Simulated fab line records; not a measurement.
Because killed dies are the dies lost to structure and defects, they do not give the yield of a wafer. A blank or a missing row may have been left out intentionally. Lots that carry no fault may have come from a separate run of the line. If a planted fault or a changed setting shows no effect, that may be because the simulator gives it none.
fab line records	flow n5Finfet
[record] lots = 7	wafers = 39
route steps=1938 shown ZERO_LAYER@4 WELL_APT@47 FIN_CUT@160 DUMMY_GATE@248 SPACER0@260 HKMG_FIN@413 MOL_CONTACT_COAG@581 BEOL_M4@1111
startH: hours from the record's first day to the start of the lot's first wafer shown	waitH: how many hours have passed since the lot's step before this one	" the same as in the row above	L1.1+2: several wafers, shown together as one row	- value missing, or start not given	* or withheld: withheld	< > ~ a bound
route shown NAME@n: a module of which the file shows steps, and the number in the route of the first	usual: mean and standard deviation over wafers with no fault	same: alike in all rows	chamber/n: place in a boat	sites: each site's reading	_std_site: the standard deviation of these	_edge_site: outer sites' mean less inner sites'	radiusMm: for every site, how far away it sits from the centre of the wafer	mask NAME#n: copy n	behind: the last tool/chamber to shape the wafer	hold: why the lot went on hold/how many hours it stayed there/how the hold came to an end	device: the transistor (n, p or np) that didn't switch	end of line: the route-end tests of the same wafers	for a step that has no rows: nothing shown but its recipe	killed: not the wafer's yield, but the dies lost to structure and defects at the first sort	map: a wafer's dies, x killed, . not, _ none there
set.NAME: setting as actually run; set.NAME@STEP: the setting as run at that earlier step	model.NAME: the simulator's own value behind a step, which no gauge read
lots with deliberately changed settings; one table per step, one row per wafer
[[steps]]
[step N5_ZERO_LAYER_PECVD_02]
[recipe] material = SiO2	targetThkA = 100	tempC = 400	precursor = SiH4/N2O	pressureTorr = 0.75	rfW = 275	timeS = 6
[step N5_WELL_APT_IMPLANT_31]
[recipe] species = B	energyKev = 60	doseCm2 = 1.5e+13	tiltDeg = 0	rotationDeg = 0
[step N5_WELL_APT_EPI_41]
[recipe] material = Si	targetThkA = 500	tempC = 650	precursor = SiH4/H2	pressureTorr = 20	timeS = 297.7
[step N5_FIN_CUT_EXPOSE_05]
[recipe] maskId = FIN_CUT	na = 0.33	sourceShape = annular	sigmaInner = 0.35	sigmaOuter = 0.8	polarization = unpolarized	doseMj = 45.75
[step N5_FIN_CUT_CUT_ETCH_26]
[recipe] chemistry = CH3F/O2	target = SiNx	targetDepthA = 390	maskMaterial = SOC	timeS = 55.7	pressureMtorr = 30	sourceW = 395	biasW = 73	Ar_flow_sccm = 150	CH3F_flow_sccm = 30	O2_flow_sccm = 20	ionEnergyEv = 120
[step N5_DUMMY_GATE_ETCH_44]
[recipe] chemistry = HBr/O2	overEtchFrac = 0.7	targetDepthA = 1275	stopOn = SiO2	ionEnergyEv = 60	biasW = 20	target = poly-Si	maskMaterial = SiO2	pressureMtorr = 20	icpW = 400	HBr_flow_sccm = 120	O2_flow_sccm = 10
[step N5_SPACER0_ALD_08]
[recipe] material = SiNx	targetThkA = 20	tempC = 400	aldPrecursorFamily = SiH2I2	aldCoReactant = N2/H2-plasma	pressureTorr = 2
[step N5_HKMG_FIN_CVD_62]
[recipe] material = a-Si	targetThkA = 30	tempC = 500	precursor = Si2H6	pressureTorr = 1	timeS = 20.8
[step N5_MOL_CONTACT_COAG_ETCH_91]
[recipe] chemistry = N2/H2	target = SOC	targetDepthA = 600	overetchA = 210	maskMaterial = SiARC	tempC = 40	timeS = 101.2	ionEnergyEv = 200	pressureMtorr = 30	sourceW = 840	biasW = 150	n2FlowSccm = 200	h2FlowSccm = 200
[step N5_BEOL_M4_RC_MEAS_101]
[usual] CJ_N = 4.35/0.08	RS_PWELL = 3009/26
lot.wafer	tool	chamber	startH	waitH	set.targetThkA@ZERO_LAYER_PECVD_02	set.energyKev@WELL_APT_IMPLANT_31	set.timeS@WELL_APT_EPI_41	set.doseMj@FIN_CUT_EXPOSE_05	set.timeS@FIN_CUT_CUT_ETCH_26	set.targetDepthA@DUMMY_GATE_ETCH_44	set.targetThkA@SPACER0_ALD_08	set.timeS@HKMG_FIN_CVD_62	set.sourceW@MOL_CONTACT_COAG_ETCH_91	CJ_N	RS_PWELL[ohm/sq]
L074.1	prober-01	0	163.86	0.0	89.95	60	319.2	45.75	55.7	1275	20	20.89	791.1	3.64	2892
L074.2	"	0	"	"	89.95	54.02	297.7	45.75	55.7	1275	18.82	20.89	791.1	4.15	3064
L074.3	"	0	"	"	100	60	297.7	45.75	55.7	1275	18.82	20.8	840	4.26	2998
L074.4	"	0	"	"	100	54.02	319.2	45.75	55.7	1275	20	20.8	791.1	3.80	3073
L074.5	"	0	"	"	100	54.02	319.2	45.75	55.7	1275	18.82	20.89	840	3.79	3059
L074.6	"	0	"	"	89.95	60	297.7	45.75	55.7	1275	20	20.8	840	4.14	2987
L076.1	prober-01	0	170.42	0.0	100	60	297.7	45.75	47.43	1229	17.77	20.58	791.7	4.38	3018
L076.2	"	0	"	"	100	60	289	46.88	47.43	1275	17.77	20.58	840	4.56	3046
L076.3	"	0	"	"	100	60	289	45.75	55.7	1229	20	20.58	840	4.55	3038
L076.4	"	0	"	"	100	60	297.7	46.88	55.7	1275	17.77	20.8	791.7	4.34	3010
L076.5	"	0	"	"	100	60	297.7	46.88	55.7	1229	20	20.8	840	4.37	3015
L076.6	"	0	"	"	100	60	289	45.75	47.43	1275	20	20.8	791.7	4.47	3027
L090.1	prober-01	0	262.90	0.0	100	64.38	281.7	48.19	65.68	1275	17.59	20.7	840	4.71	2989
L090.2	"	0	"	"	84.12	60	297.7	48.19	55.7	1197	17.59	20.8	923.5	4.31	3021
L090.3	"	0	"	"	100	60	297.7	48.19	65.68	1197	20	20.8	840	4.52	3027
L090.4	"	0	"	"	100	64.38	297.7	45.75	55.7	1275	17.59	20.8	923.5	4.38	2966
L090.5	"	0	"	"	84.12	60	281.7	45.75	55.7	1275	20	20.7	840	4.58	3017
L090.6	"	0	"	"	84.12	64.38	281.7	45.75	65.68	1197	20	20.7	923.5	4.55	2975
L092.1	prober-02	0	284.72	0.0	100	60	278	48.92	50.68	1275	20	20.8	840	4.63	3051
L092.2	"	0	"	"	100	56.96	297.7	45.75	55.7	1173	20	20.8	765.3	4.31	3065
L092.3	"	0	"	"	105.7	56.96	278	48.92	50.68	1173	20	20.8	765.3	4.72	3130
L092.4	"	0	"	"	100	60	297.7	45.75	50.68	1173	20	20.8	840	4.36	2971
L092.5	"	0	"	"	105.7	60	278	45.75	55.7	1275	20	20.8	840	4.65	3037
L092.6	"	0	"	"	105.7	56.96	297.7	48.92	55.7	1275	20	20.8	765.3	4.33	3068
L091.1	prober-02	0	287.81	0.0	100	60	297.7	45.75	50.98	1357	20	20.8	840	4.21	3008
L091.2	"	0	"	"	100	60	276	45.75	55.7	1275	21.13	20.8	897.6	4.67	3016
L091.3	"	0	"	"	110.7	60	276	45.75	55.7	1357	20	20.8	840	4.62	3050
L091.4	"	0	"	"	100	60	297.7	45.75	55.7	1275	20	20.8	897.6	4.30	3018
L091.5	"	0	"	"	110.7	60	276	45.75	50.98	1357	21.13	20.8	897.6	4.68	3030
L091.6	"	0	"	"	110.7	60	297.7	45.75	50.98	1275	21.13	20.8	840	4.33	3036
L093.1	prober-01	0	289.51	0.0	113.6	55.74	288.6	45.75	55.7	1275	20	20.8	840	4.53	3109
L093.2	"	0	"	"	113.6	55.74	297.7	45.75	55.7	1157	18.51	21.08	840	4.44	3079
L093.3	"	0	"	"	100	60	288.6	48.31	55.7	1157	18.51	20.8	840	4.44	2973
L093.4	"	0	"	"	113.6	60	297.7	48.31	61.8	1157	20	21.08	840	4.39	2998
L093.5	"	0	"	"	100	60	297.7	45.75	61.8	1275	18.51	21.08	840	4.32	2986
L093.6	"	0	"	"	100	55.74	288.6	48.31	61.8	1275	20	20.8	840	4.50	3083
L095.2	prober-01	0	294.01	0.2	100	60	297.7	45.75	55.7	1275	20	20.8	840	4.38	3041
L095.5	"	0	"	"	100	60	297.7	45.75	55.7	1275	20	20.8	840	4.34	3049
L095.6	"	0	"	"	100	60	297.7	45.75	55.7	1275	20	20.8	840	4.35	3005
[[key]]
[split] step = N5_ZERO_LAYER_PECVD_02	setting = targetThkA	statedAs = 100
[response] step = N5_BEOL_M4_RC_MEAS_101	reading = CJ_N	slope = +0.00749	per = 1%	togetherWith = all	explained = 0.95
[split] step = N5_WELL_APT_IMPLANT_31	setting = energyKev	statedAs = 60
[response] step = N5_BEOL_M4_RC_MEAS_101	reading = RS_PWELL	slope = -11.7	per = 1%	togetherWith = all	explained = 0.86
[split] step = N5_WELL_APT_EPI_41	setting = timeS	statedAs = 297.7
[response] step = N5_BEOL_M4_RC_MEAS_101	reading = CJ_N	slope = -0.054	per = 1%	togetherWith = all	explained = 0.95
[split] step = N5_FIN_CUT_EXPOSE_05	setting = doseMj	statedAs = 45.75
response none clear
[split] step = N5_FIN_CUT_CUT_ETCH_26	setting = timeS	statedAs = 55.7
response none clear
[split] step = N5_DUMMY_GATE_ETCH_44	setting = targetDepthA	statedAs = 1275
response none clear
[split] step = N5_SPACER0_ALD_08	setting = targetThkA	statedAs = 20
response none clear
[split] step = N5_HKMG_FIN_CVD_62	setting = timeS	statedAs = 20.8
response none clear
[split] step = N5_MOL_CONTACT_COAG_ETCH_91	setting = sourceW	statedAs = 840
response none clear
